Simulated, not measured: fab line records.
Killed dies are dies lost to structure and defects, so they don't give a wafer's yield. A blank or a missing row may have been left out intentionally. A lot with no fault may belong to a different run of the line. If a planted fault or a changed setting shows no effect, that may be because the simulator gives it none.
Chamber matching    flow n5-finfet    4 sister chambers for N5_BEOL_M0_SAQP_STRIP_86 on rie-diel-06
The step strips in N2/H2. 4 wafers are shown with their chamber, then 7 later ones without.

== WAFERS PAIRED WITH THEIR CHAMBERS ==
wafer   chamber  showerhead-plenum-p-Torr (Torr)
L079.4  0        3.16
L080.4  3        3.42
L084.1  2        3.31
L084.3  1        3.43

== WAFERS WITH NO CHAMBER GIVEN ==
wafer   showerhead-plenum-p-Torr (Torr)
L084.4  3.41
L097.1  3.30
L097.3  3.40
L097.5  3.30
L096.1  3.40
L096.3  3.42
L096.5  3.30

== CHAMBER TAKEN BY EACH ==
wafer   from the rows above      in truth
L084.4  can't be placed: 3 or 1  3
L097.1  2                        2
L097.3  can't be placed: 3 or 1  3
L097.5  2                        2
L096.1  can't be placed: 3 or 1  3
L096.3  can't be placed: 3 or 1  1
L096.5  2                        2
Correct placement for 3 of the 7. Unplaceable from these rows: 4, with the true chamber sitting among the candidates in 4. Number placed wrongly: 0.
How it was worked out, from the rows above alone: a wafer's distance from a chamber is the root of the sum, over the readings, of the square of ((its reading less the chamber's mean) divided by the reading's scatter). If the next closest chamber is less than 2 further off than the closest, the wafer can't be placed; otherwise it belongs to the closest. Each chamber's mean is taken over the wafers shown for it. The scatter: root of mean squared gap, hidden wafer to nearest shown wafer, with one shown wafer a chamber.
